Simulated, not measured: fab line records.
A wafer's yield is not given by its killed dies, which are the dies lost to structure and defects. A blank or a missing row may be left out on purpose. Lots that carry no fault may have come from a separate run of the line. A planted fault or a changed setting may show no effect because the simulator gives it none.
fab line records	flow nand_harc
record lots=12	wafers=35	last_day=24
route steps=1159 shown P_BONDPAD@380 A_ZERO_WELL@404 A_ONON_D1@428 END@1159
lots that met no fault: from a run of the same line without faults
start_h: the number of hours between the record's first day and the start of the first shown wafer of the lot	wait_h: hours since the lot's step before	" the same as in the row above	L1.1+2: several wafers, shown together as one row	- no value, or no start was given	* or withheld: withheld	< > ~ a bound
route shown NAME@n: names a module that has steps shown in the file, with the first one's number in the route	usual: average and standard deviation across the fault-free wafers	same: alike in all rows	chamber/n: place in a boat	sites: per-site readings	_std_site: the standard deviation of these	_edge_site: outer sites' mean less inner sites'	radius_mm: how far each site lies from the wafer's centre	mask NAME#n: copy n	behind: the last tool/chamber to shape the wafer	hold: reason for holding the lot/hours on hold/outcome of the hold	device: transistor that didn't switch, given as n, p or np	end of line: the route-end tests of the same wafers	a step given without rows: its recipe and nothing more	killed: dies lost to structure and defects at the first sort, not the wafer's yield	map: dies across one wafer; x = killed, . = not, _ = none there
set.NAME: the setting that was run; set.NAME@STEP: the one run at that earlier step	model.NAME: the simulator's own value behind a step, which no gauge read
a sample of lots followed through the steps of the route, with each step as a table and each wafer as a row
services: the hour from which a tool's chamber was out of use, counted from the record's first day as start_h (under 0 if before that day), plus the number of hours and why
## steps
# step NHARC_P_BONDPAD_CMP_19
# recipe t_overpolish_s=30	cu_recess_touch_s=16	target_thk_nm=160.81
# usual motor_current_A=12.1/0.92	overpolish_run_s=30.000/0.0092
# same t_overpolish_s=30
lot.wafer	tool	chamber	start_h	wait_h	motor_current_A	overpolish_run_s
L560.1	cmp-04	0	131.18	-	11.0	30.010
L560.3	"	3	"	"	12.9	30.006
L560.5	"	0	"	"	10.3	30.010
L563.1	cmp-04	2	151.98	-	12.5	30.000
L563.5	"	3	"	"	13.0	30.010
L563.6	"	0	"	"	10.8	30.002
L564.4	cmp-04	1	159.14	-	11.5	29.995
L564.6	"	1	"	"	11.9	30.010
L564.5	"	2	"	"	11.8	30.009
L565.2	cmp-02	3	159.75	-	11.5	30.004
L565.3	"	1	"	"	11.3	30.006
L565.1	"	2	"	"	12.7	30.001
L566.4	cmp-04	1	173.33	-	12.0	29.991
L566.1	"	0	"	"	11.0	30.007
L566.5	"	2	"	"	12.3	29.987
L567.1	cmp-04	0	174.58	-	10.6	30.016
L567.4	"	1	"	"	12.3	30.001
L567.3	"	2	"	"	11.6	30.001
L569.4	cmp-02	1	185.80	-	11.1	29.998
L569.3	"	0	"	"	12.6	29.997
L569.6	"	1	"	"	10.7	29.992
L568.3	cmp-02	1	186.51	-	11.3	29.991
L568.4	"	2	"	"	12.8	29.999
L568.6	"	3	"	"	12.1	30.002
L570.1	cmp-02	2	203.45	-	13.4	30.002
L570.5	"	2	"	"	13.8	29.997
L570.6	"	3	"	"	12.0	30.000
L580.2	cmp-03	1	253.87	-	12.9	29.990
L580.4	"	3	"	"	13.3	29.993
L583.3	cmp-04	1	258.92	-	11.8	30.005
L583.4	"	2	"	"	12.0	30.010
L583.6	"	0	"	"	10.8	30.007
L582.2	cmp-04	0	259.47	-	10.8	30.002
L582.5	"	3	"	"	13.0	30.015
L582.6	"	0	"	"	10.5	30.007
# step NHARC_A_ZERO_WELL_ETCH_19
# recipe target_depth_a=800	overetch_a=240	time_s=87.88	ion_energy_ev=200	n2_flow_sccm=150	h2_flow_sccm=150	ar_flow_sccm=0	rf_w=400	bias_w=150	chemistry=N2/H2
# usual drypump_motor_current_A=5.6/0.44	n2_flow_sccm=150.0/0.45	oes_product_au=1.005/0.008	rf_vpp_V=429.9/2.6	showerhead_plenum_p_Torr=2.01/0.084	throttle_valve_pct=14.171/0.0096
lot.wafer	tool	chamber	start_h	wait_h	drypump_motor_current_A	n2_flow_sccm	oes_product_au	rf_hours_counter_h	rf_vpp_V	showerhead_plenum_p_Torr	throttle_valve_pct
L560.1	rie_diel-02	1	133.25	0.1	5.7	149.5	0.985	9	430.5	2.04	14.173
L560.3	"	2	"	"	5.4	150.3	0.995	10	427.8	1.97	14.170
L560.5	"	2	"	"	5.4	150.0	0.995	-	429.3	1.97	14.160
L563.1	rie_diel-11	0	154.04	0.1	6.2	149.7	1.000	9	427.6	1.92	14.173
L563.6	"	1	"	"	5.6	149.9	1.002	-	433.4	2.09	14.169
L563.5	"	2	"	"	6.4	149.8	1.001	-	426.1	1.91	14.165
L564.4	rie_diel-11	0	161.24	0.1	6.2	150.1	0.993	11	425.4	1.92	14.175
L564.5	"	0	"	"	6.1	149.6	1.000	-	427.9	1.92	14.184
L564.6	"	1	"	"	5.6	149.8	0.994	-	430.9	2.09	14.159
L565.2	rie_diel-02	3	161.88	0.1	4.7	150.4	1.009	0	432.0	2.06	14.170
L565.1	"	0	"	"	5.9	150.0	1.018	0	427.0	1.91	14.160
L565.3	"	1	"	"	5.7	150.2	1.003	0	429.8	2.04	14.164
L566.1	rie_diel-09	3	175.48	0.1	5.6	149.5	1.009	8	425.9	1.93	14.160
L566.4	"	0	"	"	5.4	150.4	1.012	10	433.5	2.11	14.169
L566.5	"	2	"	"	5.7	149.7	1.006	-	434.5	2.18	14.163
L567.1	rie_diel-02	2	176.64	0.1	5.3	149.7	1.008	1	428.9	1.97	14.159
L567.4	"	3	"	"	4.8	150.1	1.000	1	432.9	2.06	14.197
L567.3	"	0	"	"	5.9	150.7	1.010	1	426.2	1.91	14.187
L569.4	rie_diel-02	0	187.78	0.1	5.9	149.6	1.011	2	428.4	1.91	14.154
L569.3	"	1	"	"	5.7	149.7	0.998	2	430.8	2.03	14.172
L569.6	"	1	"	"	5.7	150.1	1.001	-	430.3	2.03	14.163
L568.4	rie_diel-09	3	188.55	0.1	5.5	150.3	1.010	10	429.0	1.93	14.172
L568.3	"	0	"	"	5.4	149.6	1.011	12	433.8	2.11	14.177
L568.6	"	2	"	"	5.8	150.4	0.991	-	435.4	2.18	14.182
L570.1	rie_diel-02	0	205.48	0.1	5.9	150.4	1.015	3	427.0	1.91	14.181
L570.6	"	2	"	"	5.3	149.7	0.999	-	429.1	1.97	14.166
L570.5	"	3	"	"	4.7	149.9	1.000	-	430.6	2.05	14.189
L580.4	rie_diel-11	3	255.95	0.1	5.7	149.9	1.008	4	431.1	2.11	14.166
L580.2	"	0	"	"	6.2	150.0	1.002	5	427.8	1.91	14.171
L583.3	rie_diel-11	2	261.00	0.1	6.4	151.8	1.003	4	425.8	1.90	14.191
L583.4	"	3	"	"	5.7	149.7	1.008	5	433.1	2.11	14.173
L583.6	"	0	"	"	6.2	149.3	1.002	-	427.5	1.91	14.175
L582.2	rie_diel-11	3	261.54	0.1	5.7	150.6	1.007	5	432.3	2.11	14.176
L582.5	"	3	"	"	5.7	150.1	1.003	-	433.5	2.11	14.176
L582.6	"	0	"	"	6.2	149.3	0.989	-	428.2	1.91	14.162
# step NHARC_A_ONON_D1_DEP_06
# recipe target_thk_a=10000	n2_flow_sccm=2750	n2o_flow_sccm=2000	nh3_flow_sccm=500	sih4_flow_sccm=210	temp_c=400
# usual n2_flow_sccm=2749/8.5
lot.wafer	tool	chamber	start_h	wait_h	n2_flow_sccm
L560.1	pecvd_onon-02	0	156.23	0.1	2757
L560.3	"	0	"	"	2760
L560.5	"	0	"	"	2760
L563.1	pecvd_onon-03	0	178.51	0.1	2753
L563.5	"	0	"	"	2740
L563.6	"	0	"	"	2762
L565.1	pecvd_onon-01	0	184.24	0.1	2739
L565.2	"	0	"	"	2734
L565.3	"	0	"	"	2741
L564.4	pecvd_onon-02	0	184.39	0.2	2760
L564.5	"	0	"	"	2752
L564.6	"	0	"	"	2756
L567.1	pecvd_onon-03	0	198.79	0.1	2760
L567.3	"	0	"	"	2751
L567.4	"	0	"	"	2743
L566.1	pecvd_onon-02	0	198.79	0.1	2737
L566.4	"	0	"	"	2751
L566.5	"	0	"	"	2736
L568.3	pecvd_onon-01	0	213.21	0.2	2757
L568.4	"	0	"	"	2745
L568.6	"	0	"	"	2745
L569.3	pecvd_onon-02	0	213.23	0.2	2738
L569.4	"	0	"	"	2744
L569.6	"	0	"	"	2743
L570.1	pecvd_onon-03	0	230.67	0.1	2747
L570.5	"	0	"	"	2738
L570.6	"	0	"	"	2732
L580.2	pecvd_onon-02	0	279.49	0.1	2741
L580.4	"	0	"	"	2750
L582.2	pecvd_onon-01	0	283.66	0.1	2755
L582.5	"	0	"	"	2751
L582.6	"	0	"	"	2729
L583.3	pecvd_onon-03	0	283.69	0.2	2746
L583.4	"	0	"	"	2747
L583.6	"	0	"	"	2746
# step NHARC_A_ONON_D1_THK_MEAS_08
# recipe thk_meas_gauge=ellipsometry
# usual thk_nm=998/9.6
lot.wafer	tool	chamber	start_h	wait_h	thk_nm
L560.1	film_metro-02	-	156.73	-	991
L560.3	"	-	"	"	991
L560.5	"	-	"	"	990
L563.1	film_metro-02	-	179.02	-	1002
L563.5	"	-	"	"	1001
L563.6	"	-	"	"	1002
L564.4	film_metro-01	-	184.73	-	1007
L564.5	"	-	"	"	1006
L564.6	"	-	"	"	1004
L565.1	film_metro-02	-	184.76	-	1002
L565.2	"	-	"	"	1004
L565.3	"	-	"	"	1004
L567.1	film_metro-02	-	199.30	-	1006
L567.3	"	-	"	"	1005
L567.4	"	-	"	"	1007
L566.1	film_metro-01	-	199.30	-	1009
L566.4	"	-	"	"	1007
L566.5	"	-	"	"	1007
L568.3	film_metro-01	-	213.61	-	999
L568.4	"	-	"	"	998
L568.6	"	-	"	"	996
L569.3	film_metro-02	-	213.62	-	985
L569.4	"	-	"	"	986
L569.6	"	-	"	"	985
L570.1	film_metro-01	-	231.17	-	1014
L570.5	"	-	"	"	1016
L570.6	"	-	"	"	1016
L580.2	film_metro-01	-	279.96	-	988
L580.4	"	-	"	"	770
L583.3	film_metro-02	-	284.12	-	990
L583.4	"	-	"	"	991
L583.6	"	-	"	"	990
L582.2	film_metro-01	-	284.14	-	1009
L582.5	"	-	"	"	1008
L582.6	"	-	"	"	1009
# step NHARC_A_ONON_D1_DEP_33
# recipe target_thk_a=2000	temp_c=400	pressure_torr=6.5	rf_w=900	teos_flow_sccm=161.4	flow_sccm=2650	target_thk_nm=200	gas=O2	material=SiO2
# usual heater_power_w=548/110	throttle_valve_pct=15.9/0.49
lot.wafer	tool	chamber	start_h	wait_h	heater_power_w	throttle_valve_pct
L560.3	pecvd-02	1	166.07	0.2	525	16.1
L560.1	"	0	"	"	540	16.8
L560.5	"	2	"	"	565	15.1
L563.1	pecvd-04	0	189.62	0.1	413	16.6
L563.5	"	0	"	"	415	16.7
L563.6	"	1	"	"	648	16.2
L564.4	pecvd-01	1	195.45	0.2	637	15.2
L564.6	"	2	"	"	500	16.0
L564.5	"	0	"	"	563	16.5
L565.2	pecvd-02	2	195.55	0.3	583	15.4
L565.1	"	0	"	"	541	16.6
L565.3	"	1	"	"	506	15.5
L566.1	pecvd-04	1	209.83	0.1	824	16.3
L566.4	"	0	"	"	397	16.4
L566.5	"	2	"	"	436	15.5
L567.1	pecvd-02	1	209.86	0.1	483	15.8
L567.3	"	2	"	"	586	15.3
L567.4	"	0	"	"	505	16.7
L569.3	pecvd-01	2	225.48	0.1	519	16.2
L569.6	"	1	"	"	594	15.3
L569.4	"	2	"	"	533	16.4
L568.3	pecvd-02	1	225.52	0.1	573	15.7
L568.4	"	2	"	"	487	15.3
L568.6	"	0	"	"	567	16.6
L570.1	pecvd-04	0	242.02	0.3	464	16.2
L570.6	"	1	"	"	755	16.2
L570.5	"	2	"	"	469	15.1
L580.2	pecvd-04	2	290.62	0.1	415	15.3
L580.4	"	0	"	"	448	16.5
L583.3	pecvd-01	0	294.76	0.1	556	16.2
L583.4	"	1	"	"	529	15.6
L583.6	"	2	"	"	551	16.2
L582.2	pecvd-04	0	295.07	0.1	441	16.7
L582.6	"	1	"	"	820	16.2
L582.5	"	0	"	"	446	16.6
# step NHARC_END_SORT_01
# recipe temp_c=25
# usual killed_at_array=27/9.8	killed_at_other=0.6/0.83	killed_at_periphery=3.5/2.4	killed_dies=31/9.6	killed_open=3.1/1.9	killed_short=2.0/1.5
# same gross_dies=677
lot.wafer	tool	chamber	start_h	wait_h	killed_at_array	killed_at_other	killed_at_periphery	killed_dies	killed_open	killed_short
L564.4	prober-01	0	492.12	3.4	24	1	4	29	2	4
L564.5	prober-01	0	492.91	3.7	20	0	2	22	2	1
L564.6	prober-01	0	493.70	3.9	21	0	5	26	2	2
L566.1	prober-01	0	497.49	2.5	31	1	4	36	4	4
L566.4	prober-01	0	499.89	3.4	23	1	1	25	4	4
L566.5	prober-01	0	500.68	3.7	26	3	5	34	3	3
L568.3	prober-01	0	517.62	3.1	36	1	1	38	5	4
L568.4	prober-01	0	518.43	3.4	26	0	3	29	2	1
L568.6	prober-01	0	520.03	4.0	32	0	4	36	3	3
L580.4	prober-01	0	577.67	3.4	34	0	5	39	2	1
# killed by level:class
L564.4 A_STAIRCASE:chamber_film_flake=6 A_SLIT:chamber_film_flake=6 A_CONTACT:chamber_film_flake=5 P_ZERO_WELL:chamber_film_flake=2 P_GATE:chamber_film_flake=2 A_CHANNEL_HOLE_D1:geometric_particle:short=1 A_CHANNEL_FILL_D1:geometric_particle:open=1 A_SLIT:geometric_particle:short=1
L564.5 A_SLIT:chamber_film_flake=8 A_STAIRCASE:chamber_film_flake=4 A_CONTACT:chamber_film_flake=4 P_ZERO_WELL:chamber_film_flake=2 A_CHANNEL_FILL_D1:geometric_particle:open=1 A_SLIT:geometric_particle:short=1 A_CONTACT:geometric_particle:open=1 A_BLC:chamber_film_flake=1
L564.6 A_STAIRCASE:chamber_film_flake=5 A_SLIT:chamber_film_flake=5 A_CONTACT:chamber_film_flake=5 P_ZERO_WELL:chamber_film_flake=3 A_CHANNEL_HOLE_D1:chamber_film_flake=2 P_M0:geometric_particle:short=1 A_WL_FILL:geometric_particle:open=1 A_WL_FILL:geometric_particle:short=1
L566.1 A_SLIT:chamber_film_flake=13 A_STAIRCASE:chamber_film_flake=4 A_CONTACT:chamber_film_flake=4 A_CHANNEL_HOLE_D1:chamber_film_flake=2 A_BLC:chamber_film_flake=2 P_GATE:geometric_particle:open=1 P_CONTACT:geometric_particle:open=1 P_M0:geometric_particle:short=1
L566.4 A_SLIT:chamber_film_flake=9 A_ONON_D1:geometric_particle:short=4 A_STAIRCASE:chamber_film_flake=3 A_ONON_D1:geometric_particle:open=2 A_CONTACT:chamber_film_flake=2 P_GATE:geometric_particle:open=1 A_M0:geometric_particle:open=1 A_CHANNEL_HOLE_D1:chamber_film_flake=1
L566.5 A_SLIT:chamber_film_flake=11 A_CONTACT:chamber_film_flake=5 A_CHANNEL_HOLE_D1:chamber_film_flake=3 A_STAIRCASE:chamber_film_flake=3 THIN_TSV:chamber_film_flake=3 P_GATE:chamber_film_flake=2 P_STI:geometric_particle:short=1 P_CONTACT:geometric_particle:short=1
L568.3 A_SLIT:chamber_film_flake=12 A_CONTACT:chamber_film_flake=7 A_STAIRCASE:chamber_film_flake=6 A_CONTACT:geometric_particle:open=3 A_WL_FILL:chamber_film_flake=2 A_SOURCE_PLATE:geometric_particle:short=1 A_ONON_D1:geometric_particle:short=1 A_WL_FILL:geometric_particle:short=1
L568.4 A_SLIT:chamber_film_flake=7 A_WL_FILL:chamber_film_flake=6 A_CONTACT:chamber_film_flake=5 A_CHANNEL_HOLE_D1:chamber_film_flake=4 A_STAIRCASE:chamber_film_flake=3 P_GATE:geometric_particle:open=2 A_WL_FILL:geometric_particle:short=1 P_ZERO_WELL:chamber_film_flake=1
L568.6 A_SLIT:chamber_film_flake=8 A_CONTACT:chamber_film_flake=8 A_STAIRCASE:chamber_film_flake=7 A_M0:geometric_particle:open=2 P_ZERO_WELL:chamber_film_flake=2 P_M2:chamber_film_flake=2 A_WL_FILL:chamber_film_flake=2 A_WL_FILL:geometric_particle:short=1
L580.4 A_CHANNEL_HOLE_D1:chamber_film_flake=28 P_BONDPAD:chamber_film_flake=4 A_CONTACT:chamber_film_flake=3 A_WL_FILL:geometric_particle:open=1 A_BLC:geometric_particle:open=1 A_M0:geometric_particle:short=1 P_GATE:chamber_film_flake=1
## services
tool	chamber	start_h	hours	kind
rie_diel-02	-	110.61	4.9	repair
pecvd_onon-02	-	111.07	13.0	pm
pecvd-01	2	125.08	17.6	repair
cmp-02	-	128.50	4.0	pm
rie_diel-09	1	140.88	12.4	repair
rie_diel-02	-	150.70	9.0	pm
pecvd-02	-	153.07	13.0	pm
pecvd_onon-03	-	153.28	13.0	pm
rie_diel-11	-	189.50	9.0	pm
pecvd_onon-01	-	195.00	13.0	pm
pecvd-04	-	195.11	13.0	pm
rie_diel-09	3	196.36	2.8	repair
cmp-02	-	197.83	0.8	repair
rie_diel-11	2	202.51	1.6	repair
cmp-04	-	203.00	4.0	pm
rie_diel-11	1	212.63	9.3	repair
cmp-02	-	226.19	1.0	repair
pecvd-01	-	237.35	13.0	pm
cmp-04	-	238.24	1.5	repair
cmp-02	-	239.94	2.7	repair
pecvd-02	1	252.77	4.7	repair
pecvd-02	1	278.56	7.6	repair
cmp-04	-	286.84	0.2	repair
pecvd_onon-02	-	292.14	13.0	pm
## key
first_sign step=NHARC_A_ONON_D1_THK_MEAS_08	reading=thk_nm	direction=down	sigmas=24	usual=998	struck=770
effect none on later readings
met_at NHARC_A_ONON_D1_DEP_06
struck_lots L580
struck_wafers L580.4
tester_left_out L580
not_acting_at NHARC_P_BONDPAD_CMP_19,NHARC_A_ZERO_WELL_ETCH_19,NHARC_A_ONON_D1_DEP_33
onset_between 213.23 279.49
fault kind=process_parameter_drift	tool=pecvd_onon-02	chamber=-	onset_h=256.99	steps=NHARC_A_ONON_D1_DEP_06	channel=target_thk_a	offset=*	shape=step	end_h=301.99	scope=struck_wafers_only	acts_in=*	stated=*
# tester_left_out: of these lots the tester's yield and bins aren't shown, on N5 and GAA mostly nor the transistor test; their killed dies are dies lost to structure and defects alone, not to doping, threshold or leakage, so they don't give the yield
